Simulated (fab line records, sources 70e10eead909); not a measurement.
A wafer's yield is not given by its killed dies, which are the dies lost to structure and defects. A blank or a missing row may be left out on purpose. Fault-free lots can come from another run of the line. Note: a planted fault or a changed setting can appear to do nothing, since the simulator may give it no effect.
A struck lot beside a sound one ; flow nand_harc ; 18 out of 1302 route steps
Sound: wafers L249.2, L249.3, L249.4. Struck: wafer L262.2; the same lot's L262.4 was not struck, so it is left out; see the end for the cause.
Order at every step that has rows: each side's tool, ch and its chambers, its first start. Under that, the readings that differ: sound wafers ; struck wafers ; difference of the means ; sigmas: that difference in standard deviations of wafers without a fault.
alike: same words and numbers on both sides, and readings whose means sit less than 2 such deviations apart. not compared: any withheld reading, any reading some wafer has no value for, any bound like >300 that may hide the same value, and any number with overlapping values for which the record gives no deviation.
A row with sigmas, a row that says differs or no value, or rows on one side alone: a step with any of these is where the two part. Numbers that have no deviation but don't overlap get no sigmas and don't part them. Lack of a reading on every wafer of one side parts them only where that side has two or more wafers.

first, 1 step without rows for these wafers: NHARC_A_CONTACT_SRD_22.
NHARC_A_CONTACT_INSPECT_23:
  struck on defect_inspect-02, day 27 11:26; sound on defect_inspect-01, day 22 21:52
  alike: raw_defect_count
then, 9 steps without rows for these wafers: NHARC_A_BLC_DEHYDRATE_00 (time 120 s); NHARC_A_BLC_HMDS_01 (time 30 s); NHARC_A_BLC_COAT_02 (time 75 s); NHARC_A_BLC_COAT_03 (time 65 s); NHARC_A_BLC_COAT_04 (resist thk 90 nm); NHARC_A_BLC_SOFTBAKE_05 (time 55 s); NHARC_A_BLC_EBR_06; NHARC_A_BLC_EXPOSE_07 (exposes mask A BLC, target cd 100 nm); NHARC_A_BLC_PEB_08 (peb time 65 s).
NHARC_A_BLC_DEVELOP_09: develop time 35 s.
  sound on litho_track-04 ch 0, day 22 22:00; struck on litho_track-06 ch 0, day 27 11:00
NHARC_A_BLC_CD_MEAS_10 targets a cd of 100 nm.
  sound on cd_sem-02 ch 0, day 22 22:15; struck on cd_sem-02 ch 0, day 27 11:49
  alike: cd_nm
NHARC_A_BLC_OVL_MEAS_11:
  struck on overlay-01, day 27 11:54; sound on overlay-01, day 22 22:20
  alike: overlay_x_nm, overlay_y_nm
NHARC_A_BLC_INSPECT_12:
  struck on defect_inspect-02, day 27 11:56; sound on defect_inspect-02, day 22 22:23
  alike: raw_defect_count
NHARC_A_BLC_DESCUM_15: chemistry O2, time 3 s.
  sound on rie_diel-11 ch 1,3, day 22 22:26; struck on rie_diel-08 ch 2, day 27 12:00
  alike: drypump_motor_current_A, oes_product_au, rf_vpp_V, showerhead_plenum_p_Torr, throttle_valve_pct
  not compared: rf_hours_counter_h, model.A_BLC.cd_nm
NHARC_A_BLC_ETCH_16: etches the open film in CF4, target depth 39 nm, time 65 s.
  sound on rie_diel-11 ch 1,2,3, day 22 22:33; struck on rie_diel-08 ch 3, day 27 12:05
  alike: drypump_motor_current_A, oes_product_au, rf_vpp_V, showerhead_plenum_p_Torr, throttle_valve_pct
  not compared: rf_hours_counter_h, model.A_BLC.cd_nm
NHARC_A_BLC_ETCH_17: etches the open film in N2/H2, target depth 390 nm, time 609.38 s.
  sound: rie_diel-11 ch 1,3; struck: rie_diel-08 ch 0
reading;sound;struck;difference;sigmas
showerhead_plenum_p_Torr (Torr);2.13 2.19 2.19;1.90;-0.27;-2
  alike: drypump_motor_current_A, oes_product_au, rf_vpp_V, throttle_valve_pct
  not compared: rf_hours_counter_h

== WHERE THEY PART ==
NHARC_A_BLC_ETCH_17 only, going by this record.

WHY: the cause the simulator had injected
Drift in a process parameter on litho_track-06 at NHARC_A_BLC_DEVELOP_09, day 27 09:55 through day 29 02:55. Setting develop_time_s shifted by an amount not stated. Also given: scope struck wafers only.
